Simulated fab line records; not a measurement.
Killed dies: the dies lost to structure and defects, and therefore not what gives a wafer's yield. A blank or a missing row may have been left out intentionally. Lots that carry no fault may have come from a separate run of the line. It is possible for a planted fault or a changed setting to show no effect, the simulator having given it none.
Matching of chambers + flow n5-finfet + rie-diel-01 running N5_HKMG_FIN_STRIP_34: 4 sister chambers
The step strips in CF4. 14 wafers are shown with their chamber, then 7 later ones without.

## EACH WAFER AND ITS CHAMBER
| wafer  | chamber | showerhead-plenum-p-Torr (Torr) | throttle-valve-pct (%) | oes-product-au (a.u.) |
|--------|---------|---------------------------------|------------------------|-----------------------|
| L076.1 | 2       | 1.86                            | 13.81                  | 0.75                  |
| L076.3 | 0       | 1.81                            | 13.30                  | 0.83                  |
| L076.6 | 0       | 1.81                            | 13.31                  | 0.84                  |
| L077.1 | 0       | 1.81                            | 13.31                  | 0.82                  |
| L077.3 | 1       | 1.81                            | 13.28                  | 0.90                  |
| L077.6 | 2       | 1.86                            | 13.82                  | 0.74                  |
| L078.3 | 0       | 1.81                            | 13.33                  | 0.83                  |
| L078.4 | 1       | 1.81                            | 13.29                  | 0.90                  |
| L078.5 | 0       | 1.81                            | 13.32                  | 0.82                  |
| L074.1 | 2       | 1.86                            | 13.82                  | 0.74                  |
| L074.5 | 0       | 1.81                            | 13.32                  | 0.83                  |
| L074.6 | 2       | 1.86                            | 13.83                  | 0.74                  |
| L087.1 | 0       | 1.80                            | 13.37                  | 0.81                  |
| L087.3 | 3       | 1.87                            | 13.70                  | 0.71                  |

SIGNATURES, as means of the wafers listed above
| reading                  | chamber 0 | chamber 1 | chamber 2 | chamber 3 | scatter within a chamber |
|--------------------------|-----------|-----------|-----------|-----------|--------------------------|
| showerhead-plenum-p-Torr | 1.8086    | 1.8100    | 1.8600    | 1.8700    | 0.00293                  |
| throttle-valve-pct       | 13.3229   | 13.2850   | 13.8200   | 13.7000   | 0.0184                   |
| oes-product-au           | 0.8257    | 0.9000    | 0.7425    | 0.7100    | 0.00804                  |
Rule: distance of a wafer from a chamber = root of the sum over the readings of ((wafer's reading minus chamber's mean) / reading's scatter) squared. If the next closest chamber is less than 2 further off than the closest, the wafer can't be placed; otherwise it belongs to the closest. The scatter: take each reading less its chamber's mean, square it, sum over the shown wafers, divide by the number of wafers less the number of chambers, and take the root.

## WAFERS WITH NO CHAMBER GIVEN
| wafer  | showerhead-plenum-p-Torr (Torr) | throttle-valve-pct (%) | oes-product-au (a.u.) |
|--------|---------------------------------|------------------------|-----------------------|
| L087.6 | 1.80                            | 13.37                  | 0.80                  |
| L093.1 | 1.80                            | 13.38                  | 0.84                  |
| L093.2 | 1.85                            | 13.89                  | 0.72                  |
| L093.4 | 1.86                            | 13.71                  | 0.70                  |
| L094.1 | 1.86                            | 13.70                  | 0.71                  |
| L094.2 | 1.80                            | 13.37                  | 0.84                  |
| L094.5 | 1.80                            | 13.39                  | 0.79                  |

## WHICH CHAMBER EACH WENT THROUGH
| wafer  | from the rows above | in truth                   |
|--------|---------------------|----------------------------|
| L087.6 | 0                   | 0                          |
| L093.1 | 0                   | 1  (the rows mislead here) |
| L093.2 | 2                   | 2                          |
| L093.4 | 3                   | 3                          |
| L094.1 | 3                   | 3                          |
| L094.2 | 0                   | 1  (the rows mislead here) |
| L094.5 | 0                   | 0                          |
Correctly placed: 5 of 7. Left unplaced by these rows: 0. Wrongly placed: 2.
